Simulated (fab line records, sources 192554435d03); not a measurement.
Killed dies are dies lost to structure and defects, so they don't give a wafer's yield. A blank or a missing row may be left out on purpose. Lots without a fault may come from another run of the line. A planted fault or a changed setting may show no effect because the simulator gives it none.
fab line records | flow n5_finfet
record lots=6 wafers=18 last_day=18
route steps=1938 shown MIM_BOT_ETCH@1867 PASS1_CAP@1873 TV_LITHO@1875 TV_OPEN@1887 PASSIVATION@1936
lots that met no fault: from a run of the same line without faults
start_h: hours from the record's first day to the start of the lot's first wafer shown | wait_h: hours since the lot's step before | " the same as in the row above | L1.1+2: a row that stands for several wafers | - no value, or no start given | * or withheld: withheld | < > ~ a bound
route shown NAME@n: a module of which the file shows steps, and the number in the route of the first | usual: mean/standard deviation of fault-free wafers | same: alike in all rows | chamber/n: place in a boat | sites: the reading at each site | _std_site: their standard deviation | _edge_site: outer sites' mean less inner sites' | radius_mm: how far each site lies from the wafer's centre | mask NAME#n: copy n | behind: the tool/chamber that last shaped the wafer | hold: why the lot was held/for how many hours/how that ended | device: the transistor (n, p or np) that didn't switch | end of line: the same wafers' tests at the end of the route | a step without rows: its recipe alone | killed: dies lost to structure and defects at the first sort, not the wafer's yield | map: a wafer's dies, x killed, . not, _ none there
set.NAME: the setting as run; set.NAME@STEP: as run at that earlier step | model.NAME: the simulator's own value behind a step, which no gauge read
lots at some steps of the route; a table a step, a row a wafer
services: from which hour (start_h, from the record's first day; less than 0 if before it) a tool's chamber was out of use, for how many hours, and why
## steps
# step N5_MIM_BOT_ETCH_ETCH_03
# recipe chemistry=Cl2/BCl3 target_depth_a=120 pressure_mtorr=8 icp_w=800 bias_w=100 Cl2_flow_sccm=20 bcl3_flow_sccm=80
# step N5_MIM_BOT_ETCH_ETCH_00
# recipe chemistry=Cl2/BCl3 target=TiN target_depth_a=455 ion_energy_ev=150 pressure_mtorr=10 icp_w=1000 bias_w=126 Cl2_flow_sccm=53.25 bcl3_flow_sccm=21.75 Ar_flow_sccm=25
# usual bcl3_flow_sccm=21.75/0.06 drypump_motor_current_A=5.8/0.4 oes_product_au=0.83/0.077 throttle_valve_pct=21.80/0.18
# columns lot.wafer tool chamber start_h wait_h bcl3_flow_sccm drypump_motor_current_A oes_product_au rf_hours_counter_h throttle_valve_pct
L582.2 rie_metal-02 1 266.75 0.2 21.74 6.3 0.86 - 21.82
L582.3 " 1 " " 21.71 6.3 0.87 - 21.81
L582.5 " 1 " " 21.65 6.3 0.87 - 21.82
L586.2 rie_metal-03 1 324.55 0.1 21.74 5.8 0.93 10 21.84
L586.4 " 1 " " 21.78 5.8 0.94 - 21.84
L586.5 " 0 " " 21.80 5.6 0.64 - 22.14
L595.3 rie_metal-01 0 361.79 0.1 21.75 6.1 0.89 - 21.48
L595.4 " 1 " " 21.72 5.7 0.80 - 21.93
L595.5 " 1 " " 21.67 5.7 0.80 - 21.92
L599.1 rie_metal-02 0 383.36 0.1 21.76 5.2 0.82 19 21.79
L599.3 " 1 " " 21.81 6.3 0.84 - 21.83
L599.6 " 0 " " 21.79 5.2 0.81 - 21.79
L603.1 rie_metal-01 1 408.06 0.1 21.64 5.7 0.79 37 21.93
L603.2 " 0 " " 21.73 6.1 0.87 16 21.48
L603.3 " 1 " " 21.73 5.7 0.79 - 21.93
L602.2 rie_metal-02 0 412.84 0.1 21.78 5.2 0.80 22 21.80
L602.3 " 0 " " 21.86 5.2 0.81 - 21.80
L602.4 " 1 " " 21.79 6.3 0.83 - 21.85
# step N5_MIM_BOT_ETCH_STRIP_01
# recipe chemistry=O2 power_w=600 temp_c=60 pressure_mtorr=30 rf_frequency_hz=6e+07 bias_power_w=0 overash_fraction=0.5 o2_flow_sccm=225
# usual drypump_motor_current_A=5.7/0.41 oes_product_au=0.80/0.082 rf_vpp_V=3.7/1.4 showerhead_plenum_p_Torr=2.13/0.065 temp_c=59.98/0.12 throttle_valve_pct=16.59/0.26
# columns lot.wafer tool chamber start_h wait_h drypump_motor_current_A oes_product_au rf_hours_counter_h rf_vpp_V showerhead_plenum_p_Torr temp_c throttle_valve_pct
L582.2 rie_diel-03 3 266.97 0.2 6.0 0.82 107 2.9 2.15 60.02 16.69
L582.3 " 2 " " 5.6 0.70 171 5.0 2.11 59.83 16.97
L582.5 " 2 " " 5.6 0.71 - 3.1 2.12 60.01 16.99
L586.2 rie_diel-03 0 324.70 0.1 5.4 0.89 32 1.4 2.21 59.77 16.44
L586.4 " 2 " " 5.6 0.69 - 4.7 2.11 59.96 17.02
L586.5 " 0 " " 5.4 0.87 - 2.1 2.21 59.82 16.42
L595.3 rie_diel-02 2 361.89 0.1 5.2 0.80 86 2.7 2.21 60.09 16.72
L595.4 " 0 " " 5.1 0.90 22 2.2 2.22 59.83 16.40
L595.5 " 2 " " 5.3 0.79 - 3.0 2.21 59.94 16.79
L599.1 rie_diel-03 0 383.50 0.1 5.3 0.86 52 3.0 2.21 59.85 16.48
L599.3 " 1 " " 6.1 0.82 67 2.9 2.03 59.68 16.18
L599.6 " 1 " " 6.1 0.84 - 4.5 2.03 59.79 16.16
L603.1 rie_diel-02 3 408.20 0.1 6.4 0.75 159 4.5 2.08 60.03 16.62
L603.2 " 2 " " 5.3 0.77 101 3.9 2.20 60.04 16.76
L603.3 " 0 " " 5.1 0.88 37 2.9 2.21 59.86 16.48
L602.2 rie_diel-02 1 413.12 0.2 5.9 0.81 75 2.1 2.18 60.27 16.45
L602.3 " 0 " " 5.0 0.87 39 2.3 2.21 59.87 16.48
L602.4 " 3 " " 6.4 0.72 162 2.1 2.08 59.84 16.62
# step N5_MIM_BOT_ETCH_STRIP_02
# recipe chemistry=post_etch_residue_remover time_s=1200 temp_c=72.5
# step N5_MIM_BOT_ETCH_CLEAN_05
# recipe chemistry=IPA time_s=180 temp_c=25
# step N5_MIM_BOT_ETCH_SRD_06
# recipe dry=ipa_marangoni time_s=30 temp_c=23 rinse_liquid=diw
# step N5_PASSIVATION_PECVD_55
# recipe material=SiO2 target_thk_a=4000 temp_c=400 precursor=SiH4/N2O pressure_torr=2.7 rf_w=608 time_s=22.5
# usual heater_power_outer_w=358/97 heater_power_w=634/130 showerhead_plenum_p_Torr=8.15/0.11 showerhead_vpp_V=1555/84 throttle_valve_pct=52.4/2.9
# columns lot.wafer tool chamber start_h wait_h heater_power_outer_w heater_power_w showerhead_plenum_p_Torr showerhead_vpp_V throttle_valve_pct
L582.2 pecvd-02 2 267.47 0.0 353 622 8.33 1444 46.5
L582.3 " 1 " " 270 583 8.14 1482 54.5
L582.5 " 1 " " 294 614 8.13 1471 54.6
L586.2 pecvd-03 0 325.20 0.0 462 734 8.05 1497 53.7
L586.4 " 1 " " 324 546 8.10 1702 57.9
L586.5 " 0 " " 477 781 8.05 1497 53.4
L595.3 pecvd-02 0 362.39 0.0 317 558 8.17 1424 52.6
L595.4 " 0 " " 221 432 8.17 1414 52.8
L595.5 " 2 " " 342 596 8.32 1472 47.1
L599.1 pecvd-01 0 384.00 0.0 345 623 7.97 1576 53.5
L599.3 " 2 " " 487 852 8.29 1573 49.0
L599.6 " 0 " " 368 664 8.00 1583 53.4
L603.1 pecvd-02 2 408.70 0.0 302 544 8.32 1454 47.0
L603.2 " 0 " " 289 527 8.15 1420 53.2
L603.3 " 1 " " 300 614 8.13 1461 54.4
L602.2 pecvd-03 1 413.62 0.0 255 468 8.14 1682 57.9
L602.3 " 0 " " 414 654 8.05 1523 53.7
L602.4 " 0 " " 438 682 8.03 1508 53.3
# step N5_PASSIVATION_PECVD_01
# recipe material=SiNx target_thk_a=2000 temp_c=400 precursor=SiH4/NH3/N2 pressure_torr=4.9 rf_w=1406 time_s=43.2
# usual heater_power_outer_w=144/84 heater_power_w=349/120 showerhead_plenum_p_Torr=8.66/0.08 showerhead_vpp_V=2364/130 throttle_valve_pct=29.6/1.6
# columns lot.wafer tool chamber start_h wait_h heater_power_outer_w heater_power_w showerhead_plenum_p_Torr showerhead_vpp_V throttle_valve_pct
L582.2 pecvd-02 2 267.51 0.0 121 297 8.81 2224 26.2
L582.3 " 1 " " 145 407 8.68 2271 30.7
L582.5 " 1 " " 149 405 8.66 2302 30.7
L586.2 pecvd-03 0 325.24 0.0 227 431 8.59 2315 30.5
L586.4 " 1 " " 103 262 8.63 2542 33.1
L586.5 " 0 " " 241 443 8.59 2277 30.0
L595.3 pecvd-02 0 362.42 0.0 71 236 8.68 2121 29.8
L595.4 " 0 " " 76 239 8.67 2125 29.8
L595.5 " 2 " " 115 301 8.79 2199 26.5
L599.1 pecvd-01 0 384.03 0.0 143 346 8.54 2413 30.3
L599.3 " 2 " " 211 473 8.76 2389 27.8
L599.6 " 0 " " 147 359 8.57 2398 30.1
L603.1 pecvd-02 2 408.74 0.0 81 245 8.77 2226 26.6
L603.2 " 0 " " 59 211 8.67 2172 29.9
L603.3 " 1 " " 72 314 8.67 2229 30.5
L602.2 pecvd-03 1 413.65 0.0 41 183 8.66 2531 32.8
L602.3 " 0 " " 296 509 8.57 2299 30.3
L602.4 " 0 " " 172 356 8.60 2328 30.2
# step N5_PASSIVATION_HMDS_03
# recipe time_s=60 temp_c=120
# step N5_PASSIVATION_COAT_04
# recipe spin_rpm=* resist_thk_nm=*
# step N5_PASSIVATION_EBR_06
# recipe solvent=PGMEA ebr_width_mm=1.5
# step N5_PASSIVATION_SOFTBAKE_05
# recipe temp_c=100 time_s=90
# step N5_PASSIVATION_EXPOSE_07
# recipe mask_id=TV na=0.55 source_shape=conventional sigma_outer=0.8 polarization=unpolarized defocus_nm=0 target_cd_nm=3000 dose_mj=22.75
# usual focus_offset_nm=0.0/0.48
# columns lot.wafer tool chamber start_h wait_h mask focus_offset_nm
L582.2 krf_scanner-01 0 269.23 - TV#0 -0.5
L582.3 " 0 " " TV#0 -1.2
L582.5 " 0 " " TV#0 -0.5
L586.2 krf_scanner-01 0 326.42 - TV#0 0.5
L586.4 " 0 " " TV#0 -0.3
L586.5 " 0 " " TV#0 0.0
L595.3 krf_scanner-01 0 366.13 - TV#0 0.2
L595.4 " 0 " " TV#0 -0.1
L595.5 " 0 " " TV#0 -0.1
L599.1 krf_scanner-01 0 384.55 - TV#0 -0.6
L599.3 " 0 " " TV#0 -0.7
L599.6 " 0 " " TV#0 0.2
L603.1 krf_scanner-02 0 409.61 - TV#0 -0.3
L603.2 " 0 " " TV#0 0.5
L603.3 " 0 " " TV#0 -0.6
L602.2 krf_scanner-02 0 414.77 - TV#0 -0.2
L602.3 " 0 " " TV#0 0.0
L602.4 " 0 " " TV#0 0.5
# step N5_PASSIVATION_PEB_08
# recipe peb_temp_c=withheld peb_time_s=*
# step N5_PASSIVATION_DEVELOP_09
# recipe develop_time_s=60 rinse_liquid=diw dry=air_spin dev_temp_c=21
# step N5_PASSIVATION_HARDBAKE_11
# recipe temp_c=130 time_s=120
# step N5_PASSIVATION_CD_MEAS_10
# recipe target_cd_nm=3000 landing_energy_ev=500 detector=se_inlens
# usual cd_nm=2998/3.2
# columns lot.wafer tool chamber start_h wait_h cd_nm
L582.2 cd_sem-01 0 269.40 - 2995
L582.3 " 0 " " 3000
L582.5 " 0 " " 2997
L586.2 cd_sem-03 0 326.59 - 2998
L586.4 " 0 " " 2995
L586.5 " 0 " " 2998
L595.3 cd_sem-03 0 366.30 - 3015
L595.4 " 0 " " 2998
L595.5 " 0 " " 2996
L599.1 cd_sem-02 0 384.73 - 2997
L599.3 " 0 " " 3017
L599.6 " 0 " " 2999
L603.1 cd_sem-02 0 409.79 - 2997
L603.2 " 0 " " 2992
L603.3 " 0 " " 2997
L602.2 cd_sem-02 0 414.94 - 3000
L602.3 " 0 " " 2999
L602.4 " 0 " " 2995
# step N5_PASSIVATION_OVL_MEAS_60
# recipe points_per_wafer=44
# usual TV_OVL=3/4.9
# columns lot.wafer tool chamber start_h wait_h TV_OVL[nm]
L582.2 overlay-01 0 269.43 0.0 7
L582.3 " 0 " " 6
L582.5 " 0 " " 11
L586.2 overlay-02 0 326.62 0.0 -6
L586.4 " 0 " " 1
L586.5 " 0 " " 1
L595.3 overlay-01 0 366.33 0.0 2
L595.4 " 0 " " 7
L595.5 " 0 " " 4
L599.1 overlay-02 0 384.76 0.0 12
L599.3 " 0 " " 7
L599.6 " 0 " " 3
L603.1 overlay-01 0 409.83 0.0 5
L603.2 " 0 " " -2
L603.3 " 0 " " 9
L602.2 overlay-01 0 414.97 0.0 5
L602.3 " 0 " " 0
L602.4 " 0 " " 1
# step N5_PASSIVATION_INSPECT_61
# recipe mode=adi inspect_instrument=macro
# usual raw_defect_count=2.1/1.5
# columns lot.wafer tool chamber start_h wait_h raw_defect_count
L582.2 defect_inspect-01 - 269.45 0.0 3
L582.3 " - " " 8
L582.5 " - " " 0
L586.2 defect_inspect-02 - 326.65 0.0 3
L586.4 " - " " 2
L586.5 " - " " 3
L595.3 defect_inspect-01 - 366.35 0.0 1
L595.4 " - " " 0
L595.5 " - " " 2
L599.1 defect_inspect-02 - 384.78 0.0 3
L599.3 " - " " 0
L599.6 " - " " 0
L603.1 defect_inspect-01 - 409.85 0.0 0
L603.2 " - " " 4
L603.3 " - " " 2
L602.2 defect_inspect-02 - 414.99 0.0 0
L602.3 " - " " 3
L602.4 " - " " 3
# step N5_PASSIVATION_DESCUM_12
# recipe chemistry=O2 time_s=7.9 source_power_w=50 bias_power_w=20 pressure_mtorr=20 rf_frequency_hz=2.712e+07 temp_c=40 o2_flow_sccm=225
# usual drypump_motor_current_A=5.4/0.45 oes_product_au=0.80/0.076 rf_vpp_V=242.8/1.3 showerhead_plenum_p_Torr=2.07/0.064 temp_c=40.01/0.11 throttle_valve_pct=20.5/0.31
# columns lot.wafer tool chamber start_h wait_h drypump_motor_current_A oes_product_au rf_hours_counter_h rf_vpp_V showerhead_plenum_p_Torr temp_c throttle_valve_pct model.TV_LITHO.cd_nm
L582.2 rie_diel-05 3 270.06 0.6 5.7 0.66 244 243.7 2.13 40.01 20.4 2995
L582.3 " 0 " " 5.2 0.75 149 242.8 2.01 40.05 20.7 3000
L582.5 " 0 " " 5.2 0.75 - 241.2 2.01 40.15 20.7 2997
L586.2 rie_diel-04 1 326.73 0.1 5.4 0.69 229 243.2 2.07 40.08 20.9 2998
L586.4 " 3 " " 4.8 0.90 46 242.9 2.04 39.95 20.1 2995
L586.5 " 2 " " 5.2 0.83 - 242.4 2.13 39.80 20.6 2999
L595.3 rie_diel-04 2 366.39 0.0 5.2 0.81 92 242.0 2.13 40.02 20.6 3015
L595.4 " 1 " " 5.4 0.67 - 241.5 2.06 39.81 20.9 2998
L595.5 " 2 " " 5.2 0.81 - 242.9 2.13 39.86 20.6 2996
L599.1 rie_diel-04 0 385.18 0.4 5.6 0.84 69 241.9 2.03 40.15 20.7 2997
L599.3 " 1 " " 5.3 0.67 247 242.6 2.06 39.94 20.9 3017
L599.6 " 1 " " 5.4 0.66 - 242.9 2.06 39.90 20.9 2999
L603.1 rie_diel-06 3 409.88 0.0 4.8 0.79 102 244.4 1.99 40.02 20.0 2996
L603.2 " 2 " " 5.6 0.72 196 241.9 1.98 40.04 20.8 2992
L603.3 " 0 " " 5.0 0.88 33 241.9 2.09 39.85 20.8 2997
L602.2 rie_diel-06 0 415.03 0.0 5.0 0.89 34 243.1 2.08 39.96 20.8 3000
L602.3 " 1 " " 6.3 0.79 96 243.5 2.18 39.85 20.2 2999
L602.4 " 2 " " 5.6 0.71 197 241.3 1.98 39.84 20.8 -
# step N5_PASSIVATION_PASS_ETCH_74
# recipe chemistry=CF4/O2 target=SiNx target_depth_a=2200 time_s=110 ion_energy_ev=100 pressure_mtorr=40 source_w=535 bias_w=49 Ar_flow_sccm=100 cf4_flow_sccm=100 O2_flow_sccm=10
# usual drypump_motor_current_A=5.4/0.45 oes_product_au=0.79/0.075 rf_vpp_V=241/6.7 showerhead_plenum_p_Torr=2.18/0.06 throttle_valve_pct=16.02/0.25
# columns lot.wafer tool chamber start_h wait_h drypump_motor_current_A oes_product_au rf_hours_counter_h rf_vpp_V showerhead_plenum_p_Torr throttle_valve_pct
L582.2 rie_diel-05 3 270.13 0.0 5.7 0.66 244 252 2.27 16.21
L582.3 " 0 " " 5.2 0.74 149 244 2.12 16.21
L582.5 " 0 " " 5.1 0.73 - 245 2.12 16.18
L586.2 rie_diel-04 1 326.79 0.0 5.3 0.69 229 240 2.17 16.41
L586.4 " 3 " " 4.8 0.89 46 235 2.17 15.70
L586.5 " 2 " " 5.2 0.80 - 250 2.22 15.92
L595.3 rie_diel-04 2 366.45 0.0 5.2 0.79 92 250 2.21 15.97
L595.4 " 1 " " 5.4 0.69 - 241 2.17 16.42
L595.5 " 2 " " 5.2 0.78 - 249 2.21 15.95
L599.1 rie_diel-04 0 385.24 0.0 5.6 0.83 69 240 2.14 16.13
L599.3 " 1 " " 5.4 0.67 247 240 2.17 16.43
L599.6 " 1 " " 5.4 0.67 - 240 2.16 16.43
L603.1 rie_diel-06 3 409.95 0.0 4.8 0.77 102 233 2.12 15.69
L603.2 " 2 " " 5.6 0.71 196 247 2.12 16.45
L603.3 " 0 " " 5.1 0.87 33 241 2.15 16.01
L602.2 rie_diel-06 0 415.09 0.0 4.9 0.87 34 240 2.15 16.00
L602.3 " 1 " " 6.3 0.77 96 247 2.31 15.95
L602.4 " 2 " " 5.6 0.69 197 247 2.12 16.46
# step N5_PASSIVATION_PROBE_49
# usual defect_limited_yield=91.5/1.5 killed_at_M0_to_M3=33/9.9 killed_at_M4_up=14/5.2 killed_at_contacts=11/5.2 killed_at_front_end=38/10 killed_at_other=4/3.5 killed_dies=100/18 killed_open=66/14 killed_short=32/6.9 sort_bin_5_function=5.0/1 sort_bin_6_memory=3.1/0.69 sort_n_pass=1080/18 sort_yield_pct=91.5/1.5
# same gross_dies=1180 killed_at_back_side=0 sort_bin_4_leakage[%]=0 sort_bin_8_speed[%]=0
# columns lot.wafer tool chamber start_h wait_h defect_limited_yield[%] killed_at_M0_to_M3 killed_at_M4_up killed_at_contacts killed_at_front_end killed_at_other killed_dies killed_open killed_short sort_bin_5_function[%] sort_bin_6_memory[%] sort_n_pass sort_yield_pct[%]
L603.1 prober-02 - 417.01 0.6 90.3 26 26 19 38 5 114 78 32 5.3 4.2 1066 90.3
L603.2 prober-02 - 417.06 0.6 90.4 30 21 8 50 4 113 76 37 5.7 3.7 1067 90.4
L603.3 prober-02 - 417.11 0.7 90.3 36 20 9 45 4 114 69 45 5.3 4.1 1066 90.3
# killed by level:class
L603.1 FIN_SAQP:geometric_particle:open=17 MOL_CONTACT_COAG:geometric_particle:open=16 BEOL_M4:geometric_particle:open=9 BEOL_M4:geometric_particle:short=7 BEOL_M1:geometric_particle:open=6 BEOL_M0_SAQP:geometric_particle:open=4 BEOL_M0_SAQP:geometric_particle:short=4 PASS1_DEP:geometric_particle:open=4
L603.2 STI_FIN_REVEAL:geometric_particle:open=13 BEOL_M0_SAQP:geometric_particle:open=12 BEOL_M4:geometric_particle:open=10 FIN_SAQP:geometric_particle:open=9 FIN_SAQP:geometric_particle:short=8 BEOL_M0_SAQP:geometric_particle:short=8 MOL_CONTACT_COAG:geometric_particle:open=7 BEOL_M4:geometric_particle:short=6
L603.3 FIN_SAQP:geometric_particle:open=16 BEOL_M2:geometric_particle:open=8 FIN_SAQP:geometric_particle:short=7 BEOL_M4:geometric_particle:open=7 GATE_CUT:geometric_particle:open=6 BEOL_M0_SAQP:geometric_particle:short=6 BEOL_M3:geometric_particle:open=6 BEOL_M4:geometric_particle:short=6
## services
# columns tool chamber start_h hours kind
krf_scanner-01 - 264.83 1.3 repair
rie_diel-03 3 269.14 2.9 repair
pecvd-02 0 269.66 11.3 repair
pecvd-03 - 270.66 0.8 pm
krf_scanner-01 - 271.11 2.2 repair
rie_diel-03 0 276.55 9.1 repair
pecvd-03 - 278.96 2.8 pm
rie_diel-04 0 281.69 8.8 repair
krf_scanner-01 - 281.85 1.0 pm
rie_metal-02 1 284.88 5.2 repair
rie_diel-03 0 288.37 9.7 repair
pecvd-02 1 291.40 27.1 repair
rie_diel-06 3 296.55 2.8 repair
pecvd-02 - 301.70 28.1 pm
rie_diel-06 1 338.64 6.6 repair
rie_diel-04 0 351.31 15.8 repair
rie_diel-06 0 367.43 7.2 repair
rie_diel-06 3 369.77 1.9 repair
krf_scanner-01 - 371.42 1.3 pm
pecvd-02 - 378.71 0.6 repair
rie_diel-04 1 388.08 15.1 repair
krf_scanner-01 - 398.72 0.8 pm
pecvd-02 - 401.37 1.5 repair
krf_scanner-01 - 412.25 4.7 repair
## key
first_sign step=N5_PASSIVATION_CD_MEAS_10 reading=cd_nm direction=up sigmas=5.4 usual=2998 struck=3016
effect none on later readings
model_effect step=N5_PASSIVATION_DESCUM_12 value=TV_LITHO.cd_nm without=2997 struck=3016
met_at N5_PASSIVATION_EXPOSE_07
struck_wafers L595.3,L599.3
onset_between 326.42 366.13
fault kind=process_parameter_drift tool=krf_scanner-01 chamber=- onset_h=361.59 steps=N5_PASSIVATION_EXPOSE_07 channel=focus_nm offset=406.86 shape=step end_h=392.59 scope=struck_wafers_only
